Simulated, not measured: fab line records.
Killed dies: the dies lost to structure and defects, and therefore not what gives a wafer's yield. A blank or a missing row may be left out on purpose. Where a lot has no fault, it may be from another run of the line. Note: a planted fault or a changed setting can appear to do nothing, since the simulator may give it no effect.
fab line records | flow nand-harc
record: lots: 5 | wafers: 15 | last-day: 23
route steps=1159 shown A_STAIRCASE@579 END@1159
lots that met no fault: from a run of the same line without faults
start-h: hours from the record's first day to the start of the lot's first wafer shown | wait-h: how many hours have passed since the lot's step before this one | " same as the row above | L1.1+2: a row that stands for several wafers | - no value, or no start was given | * or withheld: withheld | < > ~ a bound
route shown NAME@n: NAME is a module with steps in the file, n the number in the route of the first one | usual: average and standard deviation across the fault-free wafers | same: alike in all rows | chamber/n: place in a boat | sites: each site's reading | _std_site: the values' standard deviation | _edge_site: mean of outer sites minus mean of inner sites | radius-mm: for every site, how far away it sits from the centre of the wafer | mask NAME#n: copy n | behind: tool/chamber where the wafer was last shaped | hold: reason for holding the lot/hours on hold/outcome of the hold | device: the transistor (n, p or np) that didn't switch | end of line: the route-end tests of the same wafers | a step with no rows: only its recipe | killed: the dies lost at the first sort to structure and to defects; this is not the yield of the wafer | map: per-die view of a wafer (x killed, . not killed, _ where there is no die)
set.NAME: the run value of the setting; set.NAME@STEP: its run value at that earlier step | model.NAME: the simulator's own value behind a step, which no gauge read
lots seen at some steps along the route; tables by step, rows by wafer
services: the hour from which a tool's chamber was out of use, counted from the record's first day as start-h (under 0 if before that day), plus the number of hours and why
== steps ==
step: NHARC_A_STAIRCASE_HARDBAKE_185
recipe: temp-c: 120 | time-s: 140
step: NHARC_A_STAIRCASE_DESCUM_186
recipe: time-s: 3 | o2-flow-sccm: 200 | ar-flow-sccm: 0 | bias-power-w: 0 | chemistry: O2
usual: chamber-pressure-mTorr: 60.00/0.053 | drypump-motor-current-A: 5.7/0.44 | oes-product-au: 1.004/0.013 | rf-vpp-V: 57.9/0.89 | showerhead-plenum-p-Torr: 1.94/0.071 | throttle-valve-pct: 11.311/0.0096
lot.wafer | tool        | chamber | start-h | wait-h | chamber-pressure-mTorr | drypump-motor-current-A | oes-product-au | rf-hours-counter-h | rf-vpp-V | showerhead-plenum-p-Torr | throttle-valve-pct
L718.3    | rie-diel-11 | 1       | 251.81  | -      | 60.03                  | 5.8                     | 0.973          | 21                 | 56.6     | 1.87                     | 11.318
L718.4    | "           | 2       | "       | "      | 60.00                  | 5.6                     | 1.003          | 22                 | 57.9     | 1.85                     | 11.312
L718.5    | "           | 1       | "       | "      | 60.00                  | 5.8                     | 0.980          | -                  | 57.0     | 1.87                     | 11.310
L721.4    | rie-diel-13 | 3       | 272.97  | -      | 60.03                  | 5.4                     | 0.985          | 57                 | 56.9     | 1.87                     | 11.289
L721.3    | "           | 1       | "       | "      | 60.04                  | 5.5                     | 0.999          | 58                 | 58.0     | 1.95                     | 11.315
L721.6    | "           | 3       | "       | "      | 60.06                  | 5.4                     | 0.991          | -                  | 59.4     | 1.87                     | 11.304
L724.4    | rie-diel-13 | 2       | 286.53  | -      | 59.97                  | 5.2                     | 1.031          | 0                  | 58.9     | 1.94                     | 11.312
L724.3    | "           | 0       | "       | "      | 59.95                  | 6.7                     | 1.018          | 0                  | 59.4     | 2.06                     | 11.304
L724.1    | "           | 1       | "       | "      | 60.06                  | 5.5                     | 1.008          | 0                  | 59.4     | 1.95                     | 11.314
L728.4    | rie-diel-13 | 2       | 321.25  | -      | 60.02                  | 5.2                     | 1.016          | 14                 | 57.5     | 1.93                     | 11.319
L728.2    | "           | 3       | "       | "      | 59.94                  | 5.5                     | 1.007          | 13                 | 57.0     | 1.86                     | 11.308
L728.5    | "           | 2       | "       | "      | 59.97                  | 5.2                     | 1.016          | -                  | 57.1     | 1.93                     | 11.294
L734.4    | rie-diel-13 | 1       | 345.28  | -      | 60.04                  | 5.5                     | 1.007          | 22                 | 58.1     | 1.94                     | 11.304
L734.1    | "           | 3       | "       | "      | 59.95                  | 5.4                     | 1.001          | 23                 | 57.5     | 1.86                     | 11.311
L734.2    | "           | 0       | "       | "      | 60.00                  | 6.7                     | 1.028          | 23                 | 58.9     | 2.05                     | 11.316
step: NHARC_A_STAIRCASE_TRIM_187
recipe: time-s: 211.2 | o2-flow-sccm: 500 | ar-flow-sccm: 0 | bias-w: 0 | chemistry: O2
usual: chamber-pressure-mTorr: 60.00/0.051 | drypump-motor-current-A: 5.7/0.44 | oes-product-au: 1.003/0.012 | rf-vpp-V: 57.9/0.86 | showerhead-plenum-p-Torr: 3.57/0.12 | throttle-valve-pct: 17.035/0.0088
lot.wafer | tool        | chamber | start-h | wait-h | chamber-pressure-mTorr | drypump-motor-current-A | oes-product-au | rf-hours-counter-h | rf-vpp-V | showerhead-plenum-p-Torr | throttle-valve-pct
L718.4    | rie-diel-11 | 2       | 251.88  | 0.1    | 59.99                  | 5.6                     | 1.010          | 22                 | 58.4     | 3.42                     | 17.032
L718.3    | "           | 3       | "       | "      | 60.06                  | 5.8                     | 0.989          | 21                 | 57.5     | 3.67                     | 17.044
L718.5    | "           | 2       | "       | "      | 59.95                  | 5.6                     | 1.010          | -                  | 57.5     | 3.42                     | 17.023
L721.3    | rie-diel-13 | 2       | 273.08  | 0.1    | 59.94                  | 5.2                     | 1.009          | 65                 | 57.8     | 3.57                     | 17.050
L721.4    | "           | 1       | "       | "      | 60.03                  | 5.5                     | 1.010          | -                  | 59.1     | 3.59                     | 17.029
L721.6    | "           | 2       | "       | "      | 59.93                  | 5.2                     | 1.007          | -                  | 57.2     | 3.57                     | 17.040
L724.3    | rie-diel-13 | 3       | 286.62  | 0.1    | 59.93                  | 5.5                     | 1.000          | 0                  | 57.3     | 3.45                     | 17.041
L724.1    | "           | 1       | "       | "      | 60.11                  | 5.5                     | 1.013          | 0                  | 59.1     | 3.59                     | 17.047
L724.4    | "           | 2       | "       | "      | 60.04                  | 5.2                     | 1.022          | 0                  | 57.2     | 3.57                     | 17.033
L728.4    | rie-diel-13 | 3       | 321.42  | 0.2    | 60.05                  | 5.5                     | 1.001          | 13                 | 58.8     | 3.44                     | 17.039
L728.2    | "           | 1       | "       | "      | 59.94                  | 5.5                     | 1.006          | 14                 | 58.7     | 3.58                     | 17.027
L728.5    | "           | 3       | "       | "      | 59.98                  | 5.5                     | 1.000          | -                  | 57.7     | 3.44                     | 17.039
L734.4    | rie-diel-13 | 2       | 345.85  | 0.6    | 59.99                  | 5.2                     | 1.010          | 23                 | 57.5     | 3.56                     | 17.029
L734.2    | "           | 0       | "       | "      | 59.93                  | 6.7                     | 1.023          | 23                 | 57.1     | 3.76                     | 17.035
L734.1    | "           | 1       | "       | "      | 59.95                  | 5.5                     | 1.012          | 23                 | 57.4     | 3.57                     | 17.035
step: NHARC_A_STAIRCASE_ETCH_188
recipe: target-depth-a: 1000 | time-s: 40.5 | ion-energy-ev: 400 | c4f8-flow-sccm: 20 | o2-flow-sccm: 10 | ar-flow-sccm: withheld | rf-w: 600 | bias-w: 1000 | chemistry: C4F8/O2
usual: chamber-pressure-mTorr: 25.000/0.023 | oes-product-au: 0.940/0.016 | rf-vpp-V: 897/4.4 | run-length-s: 61.8/0.4
lot.wafer | tool        | chamber | start-h | wait-h | chamber-pressure-mTorr | oes-product-au | rf-hours-counter-h | rf-vpp-V | run-length-s
L718.4    | rie-diel-11 | 0       | -       | -      | 25.006                 | 0.957          | 20                 | 902      | 62.3
L718.3    | "           | 1       | "       | "      | 24.998                 | 0.931          | 21                 | 893      | 62.1
L718.5    | "           | 3       | "       | "      | 25.025                 | 0.946          | -                  | 901      | 61.1
L721.3    | rie-diel-13 | 3       | -       | -      | 25.006                 | 0.914          | 57                 | 894      | 61.6
L721.6    | "           | 3       | "       | "      | 25.012                 | 0.921          | -                  | 893      | 61.5
L721.4    | "           | 2       | "       | "      | 25.022                 | 0.931          | -                  | 898      | 62.5
L724.1    | rie-diel-13 | 1       | -       | -      | 25.024                 | 0.962          | 0                  | 898      | 61.6
L724.3    | "           | 2       | "       | "      | 24.972                 | 0.967          | 0                  | 897      | 61.7
L724.4    | "           | 0       | "       | "      | 25.004                 | 0.957          | 1                  | 906      | 61.8
L728.4    | rie-diel-13 | 0       | -       | -      | 25.027                 | 0.954          | 13                 | 905      | 62.5
L728.2    | "           | 2       | "       | "      | 24.992                 | 0.937          | 14                 | 897      | 62.1
L728.5    | "           | 3       | "       | "      | 25.009                 | 0.931          | -                  | 894      | 62.1
L734.1    | rie-diel-13 | 2       | -       | -      | 24.986                 | 0.936          | 24                 | 897      | 62.0
L734.4    | "           | 3       | "       | "      | 24.996                 | 0.926          | 24                 | 892      | 61.4
L734.2    | "           | 0       | "       | "      | 25.029                 | 0.952          | 23                 | 903      | 61.8
step: NHARC_A_STAIRCASE_TRIM_189
recipe: time-s: 211.2 | o2-flow-sccm: 500 | ar-flow-sccm: 0 | bias-w: 0 | chemistry: O2
step: NHARC_A_STAIRCASE_ETCH_190
recipe: target-depth-a: 1000 | time-s: 40.5 | ion-energy-ev: 400 | c4f8-flow-sccm: 20 | o2-flow-sccm: 10 | ar-flow-sccm: withheld | rf-w: 600 | bias-w: 1000 | chemistry: C4F8/O2
usual: chamber-pressure-mTorr: 25.001/0.024 | oes-product-au: 0.944/0.014 | rf-vpp-V: 897/4.6 | run-length-s: 61.7/0.41
lot.wafer | tool        | chamber | start-h | wait-h | chamber-pressure-mTorr | oes-product-au | rf-hours-counter-h | rf-vpp-V | run-length-s
L718.3    | rie-diel-11 | 3       | -       | -      | 24.978                 | 0.936          | 21                 | 903      | 61.0
L718.4    | "           | 0       | "       | "      | 25.009                 | 0.941          | 20                 | 903      | 62.0
L718.5    | "           | 3       | "       | "      | 25.001                 | 0.939          | -                  | 901      | 61.4
L721.3    | rie-diel-13 | 3       | -       | -      | 24.977                 | 0.923          | 57                 | 893      | 61.3
L721.4    | "           | 1       | "       | "      | 25.021                 | 0.947          | -                  | 898      | 61.3
L721.6    | "           | 3       | "       | "      | 24.975                 | 0.922          | -                  | 892      | 61.2
L724.1    | rie-diel-13 | 3       | -       | -      | 25.022                 | 0.936          | 1                  | 892      | 61.5
L724.4    | "           | 1       | "       | "      | 24.988                 | 0.960          | 1                  | 899      | 61.7
L724.3    | "           | 2       | "       | "      | 25.004                 | 0.961          | 1                  | 897      | 61.7
L728.4    | rie-diel-13 | 3       | -       | -      | 25.001                 | 0.945          | 14                 | 893      | 61.7
L728.2    | "           | 2       | "       | "      | 24.971                 | 0.952          | 15                 | 897      | 61.9
L728.5    | "           | 3       | "       | "      | 25.007                 | 0.949          | -                  | 893      | 61.2
L734.4    | rie-diel-13 | 2       | -       | -      | 25.021                 | 0.947          | 24                 | 896      | 61.7
L734.2    | "           | 3       | "       | "      | 25.006                 | 0.926          | 24                 | 893      | 61.6
L734.1    | "           | 1       | "       | "      | 25.003                 | 0.960          | 23                 | 899      | 61.7
step: NHARC_A_STAIRCASE_TRIM_191
recipe: time-s: 211.2 | o2-flow-sccm: 500 | ar-flow-sccm: 0 | bias-w: 0 | chemistry: O2
usual: chamber-pressure-mTorr: 60.01/0.047 | drypump-motor-current-A: 5.7/0.44 | oes-product-au: 1.006/0.012 | rf-vpp-V: 57.8/0.89 | showerhead-plenum-p-Torr: 3.57/0.12 | throttle-valve-pct: 17.036/0.0088
lot.wafer | tool        | chamber | start-h | wait-h | chamber-pressure-mTorr | drypump-motor-current-A | oes-product-au | rf-hours-counter-h | rf-vpp-V | showerhead-plenum-p-Torr | throttle-valve-pct
L718.4    | rie-diel-11 | 0       | -       | -      | 60.07                  | 5.4                     | 1.013          | 20                 | 57.4     | 3.71                     | 17.037
L718.3    | "           | 1       | "       | "      | 60.01                  | 5.8                     | 0.991          | 21                 | 56.5     | 3.46                     | 17.029
L718.5    | "           | 0       | "       | "      | 59.92                  | 5.4                     | 1.012          | -                  | 59.4     | 3.71                     | 17.026
L721.3    | rie-diel-13 | 2       | -       | -      | 60.03                  | 5.2                     | 1.016          | 66                 | 59.6     | 3.57                     | 17.058
L721.6    | "           | 1       | "       | "      | 59.99                  | 5.5                     | 1.009          | -                  | 57.6     | 3.59                     | 17.051
L721.4    | "           | 3       | "       | "      | 60.01                  | 5.5                     | 1.007          | -                  | 57.2     | 3.45                     | 17.035
L724.1    | rie-diel-13 | 2       | -       | -      | 60.04                  | 5.2                     | 1.031          | 1                  | 58.8     | 3.57                     | 17.027
L724.4    | "           | 3       | "       | "      | 59.99                  | 5.5                     | 0.997          | 1                  | 57.2     | 3.45                     | 17.054
L724.3    | "           | 0       | "       | "      | 59.98                  | 6.7                     | 1.017          | 1                  | 58.6     | 3.77                     | 17.050
L728.2    | rie-diel-13 | 2       | -       | -      | 60.06                  | 5.2                     | 1.020          | 15                 | 57.6     | 3.56                     | 17.038
L728.4    | "           | 3       | "       | "      | 59.99                  | 5.5                     | 1.001          | 14                 | 58.9     | 3.44                     | 17.031
L728.5    | "           | 2       | "       | "      | 59.95                  | 5.2                     | 1.006          | -                  | 57.4     | 3.56                     | 17.036
L734.2    | rie-diel-13 | 2       | -       | -      | 59.93                  | 5.2                     | 1.013          | 24                 | 57.4     | 3.56                     | 17.020
L734.4    | "           | 3       | "       | "      | 60.05                  | 5.5                     | 1.006          | 24                 | 58.4     | 3.43                     | 17.052
L734.1    | "           | 1       | "       | "      | 60.00                  | 5.5                     | 1.021          | 23                 | 58.3     | 3.57                     | 17.043
step: NHARC_A_STAIRCASE_ETCH_192
recipe: target-depth-a: 1000 | time-s: 40.5 | ion-energy-ev: 400 | c4f8-flow-sccm: 20 | o2-flow-sccm: 10 | ar-flow-sccm: withheld | rf-w: 600 | bias-w: 1000 | chemistry: C4F8/O2
step: NHARC_A_STAIRCASE_TRIM_193
recipe: time-s: 211.2 | o2-flow-sccm: 500 | ar-flow-sccm: 0 | bias-w: 0 | chemistry: O2
step: NHARC_A_STAIRCASE_ETCH_194
recipe: target-depth-a: 1000 | time-s: 40.5 | ion-energy-ev: 400 | c4f8-flow-sccm: 20 | o2-flow-sccm: 10 | ar-flow-sccm: withheld | rf-w: 600 | bias-w: 1000 | chemistry: C4F8/O2
step: NHARC_A_STAIRCASE_TRIM_196
recipe: time-s: 211.2 | o2-flow-sccm: 500 | ar-flow-sccm: 0 | bias-w: 0 | chemistry: O2
step: NHARC_A_STAIRCASE_ETCH_197
recipe: target-depth-a: 1000 | time-s: 40.5 | ion-energy-ev: 400 | c4f8-flow-sccm: 20 | o2-flow-sccm: 10 | ar-flow-sccm: withheld | rf-w: 600 | bias-w: 1000 | chemistry: C4F8/O2
usual: chamber-pressure-mTorr: 25.000/0.019 | oes-product-au: 0.953/0.015 | rf-vpp-V: 898/4.6 | run-length-s: 61.8/0.41
lot.wafer | tool        | chamber | start-h | wait-h | chamber-pressure-mTorr | oes-product-au | rf-hours-counter-h | rf-vpp-V | run-length-s
L718.4    | rie-diel-11 | 0       | 253.16  | -      | 24.971                 | 0.939          | 20                 | 904      | 62.0
L718.3    | "           | 1       | "       | "      | 24.989                 | 0.936          | 21                 | 894      | 62.0
L718.5    | "           | 0       | "       | "      | 24.986                 | 0.940          | -                  | 903      | 62.7
L721.3    | rie-diel-13 | 2       | 274.48  | -      | 25.012                 | 0.953          | 66                 | 898      | 62.3
L721.4    | "           | 2       | "       | "      | 25.014                 | 0.946          | -                  | 897      | 61.8
L721.6    | "           | 3       | "       | "      | 25.024                 | 0.932          | -                  | 894      | 61.7
L724.4    | rie-diel-01 | 1       | 287.87  | -      | 25.037                 | 0.950          | 48                 | 890      | 61.4
L724.3    | "           | 2       | "       | "      | 25.006                 | 0.960          | 53                 | 902      | 61.9
L724.1    | "           | 0       | "       | "      | 25.008                 | 0.959          | 49                 | 900      | 61.7
L728.2    | rie-diel-13 | 2       | 322.82  | -      | 25.019                 | 0.973          | 15                 | 895      | 62.1
L728.4    | "           | 3       | "       | "      | 24.978                 | 0.948          | 14                 | 892      | 61.9
L728.5    | "           | 1       | "       | "      | 24.996                 | 0.955          | -                  | 898      | 61.2
L734.2    | rie-diel-01 | 2       | 347.86  | -      | 24.964                 | 0.985          | 9                  | 901      | 62.5
L734.4    | "           | 3       | "       | "      | 24.978                 | 0.974          | 10                 | 898      | 50.3
L734.1    | "           | 0       | "       | "      | 25.001                 | 0.971          | 12                 | 897      | 62.0
step: NHARC_A_STAIRCASE_TRIM_198
recipe: time-s: 211.2 | o2-flow-sccm: 500 | ar-flow-sccm: 0 | bias-w: 0 | chemistry: O2
step: NHARC_END_SORT_01
recipe: temp-c: 25
usual: killed-at-array: 27/9.9 | killed-at-other: 0.5/0.76 | killed-at-periphery: 3.4/2.2 | killed-dies: 31/10 | killed-open: 3.3/2 | killed-short: 2.0/1.5
same: gross-dies: 677
lot.wafer | tool      | chamber | start-h | wait-h | killed-at-array | killed-at-other | killed-at-periphery | killed-dies | killed-open | killed-short
L734.4    | prober-02 | 0       | 543.82  | 3.4    | 542             | 0               | 3                   | 545         | 5           | 3
killed by level:class
L734.4 A_STAIRCASE:area-etch=519 A_CHANNEL_HOLE_D1:chamber-film-flake=11 A_CONTACT:geometric-particle:open=3 A_STAIRCASE:chamber-film-flake=3 A_CONTACT:chamber-film-flake=2 P_GATE:geometric-particle:short=1 P_CONTACT:geometric-particle:open=1 A_CHANNEL_HOLE_D1:geometric-particle:open=1
map L734.4 (x killed, . not)
____________.____________
_________xxxxxxx_________
_______xxxxxxxxxxx_______
______xxxxxx.xxxxxx______
_____xxxx.xxxxxx.xxx_____
____.xxx.x.x.xxxxxxxx____
____x.x.....xxxxxxxx.____
___xxxxxxx.xxx.xxxxxxx___
___.x..xxxxxxxxxxxxxxx___
__xxxx...xx.x.x.xxxxxxx__
__.xxx..x.x.xxxxxxxxxxx__
_x.xx.x..xxxxxxxxxxxxxxx_
_xxx.xxx.xx...xxxxxxxxxx_
_..xxxx.xx..xxx.x.x.xxxx_
_.xxxxxxxxxxx.x.xxxxxxxx_
_xx.x..xx.xxxx.x.xxxxxxx_
xx.xxx.xxxx..x.xx.xxxxxxx
xxxxxx..xxxx.xxxxxx.xxxxx
xxx.xx..xxxxx.xx.xxxxxxxx
xx..x.xxxxx.xxxxxx.xxxxxx
x..x.xx.xxxxx.xxxxxxxxxxx
_x.x.xxx..xxxxxx.xxxxxxx_
_xx.xx...xxxxx.x.xxxxxxx_
_xxx...xxx..xxxxxxxxxxxx_
_xx...x.xx..xxxxxxxxxxxx_
_x......xxxxx.xxxxxxxxxx_
__xxx.xxxxx..xx.x.xxxxx__
__xx.xx.xxxx..xxxxxxxxx__
___x.xxxx.x.xxxxxxxxxx___
___xx.xxxxxxx.xxxxxxxx___
____x.xxxx.xxxxxxxxxx____
____xxxxxxxxxxx.xxxxx____
_____x..x.xxxxxxxxxx_____
______xxxx.xxxxxxxx______
_______xxxxxxxxxxx_______
_________xxxxxxx_________
____________x____________
map L724.1 (x killed, . not)
____________.____________
_________......._________
_______..x........_______
______.............______
_____..............._____
____.................____
____x................____
___...................___
___...................___
__...............x.....__
__.....................__
_......................x_
_...........x.........x._
_......................._
_..............x.x....x._
_...........x..........._
....x......x.............
.........................
.............x......x....
.........................
...x.....................
_..x..x................._
_.............x........._
_.................x....._
_..........x........x..._
_......................._
__.....................__
__............x.x......__
___...................___
___...x........x......___
____............x....____
____...........x.....____
_____..............._____
______........x....______
_______..........._______
_________......._________
____________.____________
== services ==
tool        | chamber | start-h | hours | kind
rie-diel-13 | 0       | 232.08  | -     | clean
rie-diel-13 | 1       | 232.08  | -     | clean
rie-diel-13 | 2       | 232.08  | -     | clean
rie-diel-13 | 3       | 232.08  | -     | clean
rie-diel-13 | 0       | 256.58  | -     | clean
rie-diel-13 | 1       | 256.58  | -     | clean
rie-diel-13 | 2       | 256.58  | -     | clean
rie-diel-13 | 3       | 256.58  | -     | clean
rie-diel-13 | -       | 276.27  | 9.0   | pm
rie-diel-13 | 0       | 276.27  | 9.0   | vent-cycle
rie-diel-13 | 1       | 276.27  | 9.0   | vent-cycle
rie-diel-13 | 2       | 276.27  | 9.0   | vent-cycle
rie-diel-13 | 3       | 276.27  | 9.0   | vent-cycle
rie-diel-13 | 0       | 285.27  | -     | clean
rie-diel-13 | 1       | 285.27  | -     | clean
rie-diel-13 | 1       | 285.27  | -     | consumable-replace:focus-ring
rie-diel-13 | 2       | 285.27  | -     | clean
rie-diel-13 | 3       | 285.27  | -     | clean
rie-diel-13 | 3       | 285.27  | -     | consumable-replace:focus-ring
rie-diel-01 | 2       | 296.42  | 3.8   | repair
rie-diel-13 | 0       | 309.77  | -     | clean
rie-diel-13 | 1       | 309.77  | -     | clean
rie-diel-13 | 2       | 309.77  | -     | clean
rie-diel-01 | -       | 314.88  | 9.0   | pm
== key ==
first-sign: step: NHARC_A_STAIRCASE_ETCH_197 | reading: run-length-s | direction: down | sigmas: 28 | usual: * | struck: *
effect: step: NHARC_END_SORT_01 | reading: killed-at-array | direction: up | sigmas: 52 | usual: 27 | struck: 542
more-kills-born-at: NHARC_A_STAIRCASE_ETCH_197@rie-diel-01: 519
met-at NHARC_A_STAIRCASE_ETCH_197
struck-wafers L734.4
later-rows-left-out L734.4
tester-left-out L734
fault: kind: process-parameter-drift | tool: rie-diel-01 | chamber: 3 | onset-h: 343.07 | steps: NHARC_A_STAIRCASE_ETCH_197 | channel: time-s | offset: * | shape: step | end-h: 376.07 | acts-in: * | stated: *
tester-left-out: of these lots the tester's yield and bins aren't shown, on N5 and GAA mostly nor the transistor test; their killed dies are dies lost to structure and defects alone, not to doping, threshold or leakage, so they don't give the yield
later-rows-left-out: the simulator's readings of these wafers behind a module that went badly wrong aren't trusted and aren't shown, but for the sort
